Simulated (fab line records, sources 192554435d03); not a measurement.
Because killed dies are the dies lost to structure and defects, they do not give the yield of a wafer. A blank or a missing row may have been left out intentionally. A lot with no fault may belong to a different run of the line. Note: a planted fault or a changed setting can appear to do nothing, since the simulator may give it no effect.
The tool behind it: which one? -- flow n5Finfet -- Sampling: 13 lots, 36 wafers, 4 of 1938 route steps

== WHAT THE GAUGES READ, wafer by wafer ==
N5_BEOL_M5_INSPECT_13: inspects for defects (brightfield). Usual: rawDefectCount at 404, with a standard deviation of 90.
lot,measured,on,rawDefectCount,flag
L299,day 8 04:11,defectInspect-02,367 347 340,
L303,day 9 08:38,defectInspect-02,464 437 535,
L304,day 9 09:08,defectInspect-01,515 519 477,
L305,day 9 19:05,defectInspect-02,352 313 316,
L306,day 9 19:07,defectInspect-01,391 342,
L309,day 11 04:17,defectInspect-02,289 288 292,
L313,day 11 14:17,defectInspect-02,371,
L312,day 11 14:33,defectInspect-01,259 238 232,
L316,day 12 16:45,defectInspect-02,467 275 443,
L319,day 13 00:55,defectInspect-01,351 307 279,
L321,day 13 17:53,defectInspect-01,353 562 476,
L320,day 13 17:43,defectInspect-01,302 272 426,
L322,day 13 21:13,defectInspect-02,373 526 530,

== WHICH TOOL RAN EACH LOT (tool, then ch and the chambers of the sampled wafers, then the start) ==
lot,N5_BEOL_M4_SPUTTER_81,N5_BEOL_M4_CO_CAP_55,N5_BEOL_M5_COAT_60
L299,"pvdSputter-03, day 7 22:58","cvdCo-02 ch 0,1,2, day 8 01:09","lithoTrack-05 ch 0, day 8 03:50"
L303,"pvdSputter-02, day 9 03:41","cvdCo-01 ch 0,2, day 9 05:52","lithoTrack-02 ch 0, day 9 08:10"
L304,"pvdSputter-03, day 9 04:06","cvdCo-01 ch 0,2, day 9 06:17","lithoTrack-02 ch 0, day 9 08:40"
L305,"pvdSputter-03, day 9 13:02","cvdCo-01 ch 0,2, day 9 15:13","lithoTrack-02 ch 0, day 9 18:37"
L306,"pvdSputter-01, day 9 13:22","cvdCo-01 ch 0,1, day 9 15:32","lithoTrack-02 ch 0, day 9 18:38"
L309,"pvdSputter-01, day 10 21:50","cvdCo-01 ch 0,1,2, day 11 00:13","lithoTrack-02 ch 0, day 11 03:56"
L313,"pvdSputter-01, day 11 06:59","cvdCo-02 ch 0, day 11 09:17","lithoTrack-02 ch 0, day 11 13:49"
L312,"pvdSputter-02, day 11 09:14","cvdCo-02 ch 0,1, day 11 11:25","lithoTrack-03 ch 0, day 11 14:05"
L316,"pvdSputter-01, day 12 09:13","cvdCo-01 ch 0,1,2, day 12 11:38","lithoTrack-03 ch 0, day 12 16:24"
L319,"pvdSputter-01, day 12 18:50","cvdCo-02 ch 0,1,2, day 12 21:02","lithoTrack-05 ch 0, day 13 00:26"
L321,"pvdSputter-01, day 13 11:30","cvdCo-02 ch 0,1,2, day 13 13:56","lithoTrack-02 ch 0, day 13 17:14"
L320,"pvdSputter-03, day 13 11:59","cvdCo-01 ch 0,1, day 13 14:10","lithoTrack-03 ch 0, day 13 17:14"
L322,"pvdSputter-02, day 13 15:43","cvdCo-02 ch 0,1,2, day 13 17:54","lithoTrack-03 ch 0, day 13 20:44"
- N5_BEOL_M4_SPUTTER_81: material Cu, target thk 4.5 nm, time 8.29 s.
- N5_BEOL_M4_CO_CAP_55: material Co, precursor CCTBA/H2, target thk 2 nm, time 102.1 s.
- N5_BEOL_M5_COAT_60: time 60 s, resist thk 12 nm.

== AS READ BY THE TOOLS THEMSELVES (means over the sampled wafers that have a number; for cases with no such wafer, the mark the record gives instead) ==
N5_BEOL_M4_SPUTTER_81. Usual: substrateTempC -20.00 C, standard deviation 0.1; throttleValvePct 29.7 %, standard deviation 1.3.
lot,tool,substrateTempC (C),throttleValvePct (%),flag
L299,pvdSputter-03,-20.04,29.2,
L303,pvdSputter-02,-20.12,30.9,
L304,pvdSputter-03,-20.02,29.0,
L305,pvdSputter-03,-20.04,29.5,
L306,pvdSputter-01,-19.88,31.1,
L309,pvdSputter-01,-19.91,28.5,
L313,pvdSputter-01,-20.16,29.2,
L312,pvdSputter-02,-20.05,31.0,
L316,pvdSputter-01,-19.95,31.2,
L319,pvdSputter-01,-19.99,30.0,
L321,pvdSputter-01,-20.01,30.4,
L320,pvdSputter-03,-19.99,29.2,
L322,pvdSputter-02,-19.91,31.0,

N5_BEOL_M4_CO_CAP_55. Usual: heaterPowerW at 233 W, with a standard deviation of 15.
lot,tool,heaterPowerW (W),flag
L299,cvdCo-02,227,
L303,cvdCo-01,228,
L304,cvdCo-01,223,
L305,cvdCo-01,227,
L306,cvdCo-01,228,
L309,cvdCo-01,236,
L313,cvdCo-02,224,
L312,cvdCo-02,221,
L316,cvdCo-01,236,
L319,cvdCo-02,228,
L321,cvdCo-02,229,
L320,cvdCo-01,225,
L322,cvdCo-02,229,

N5_BEOL_M5_COAT_60. Usual: plateTempC 220.00 C, standard deviation 0.17; runLengthS 66.22 s, standard deviation 0.15; spinSpeedRpm 1500.0 rpm, standard deviation 1.1.
lot,tool,plateTempC (C),runLengthS (s),spinSpeedRpm (rpm),flag
L299,lithoTrack-05,219.83,66.37,1499.7,
L303,lithoTrack-02,219.90,66.16,1500.1,
L304,lithoTrack-02,219.76,66.10,1501.0,
L305,lithoTrack-02,220.03,66.07,1500.2,
L306,lithoTrack-02,219.86,69.75,1499.8,OFF
L309,lithoTrack-02,219.99,68.63,1498.7,OFF
L313,lithoTrack-02,219.98,66.01,1499.5,
L312,lithoTrack-03,220.07,66.43,1500.0,
L316,lithoTrack-03,220.04,66.28,1501.9,
L319,lithoTrack-05,219.87,66.28,1503.2,
L321,lithoTrack-02,220.06,66.10,1499.9,
L320,lithoTrack-03,219.92,66.32,1500.6,
L322,lithoTrack-03,219.93,66.46,1499.8,

== THE ANSWER, worked out from the rows above alone ==
Rule: lot off if the mean of its wafers having a number is beyond 3 standard deviations from the usual mean. Also off: a lot with no number at a reading for which 4 or more lots have one. The other lots that the step has rows for count as sound. The gauges are gone through in route order, then the tools' own readings, and for those a lot's mean is taken as printed above. The first step at which some lot is off is used, and at that step the reading that is off furthest; a lot without a number counts as furthest.
Off at N5_BEOL_M5_COAT_60 (runLengthS): L306, L309.
If a tool, at that step or one of the process steps before it, ran each lot that is off and ran no sound lot following the first of them, it fits. None of those tried fits.

== WHAT THE SIMULATOR HAD INSERTED ==
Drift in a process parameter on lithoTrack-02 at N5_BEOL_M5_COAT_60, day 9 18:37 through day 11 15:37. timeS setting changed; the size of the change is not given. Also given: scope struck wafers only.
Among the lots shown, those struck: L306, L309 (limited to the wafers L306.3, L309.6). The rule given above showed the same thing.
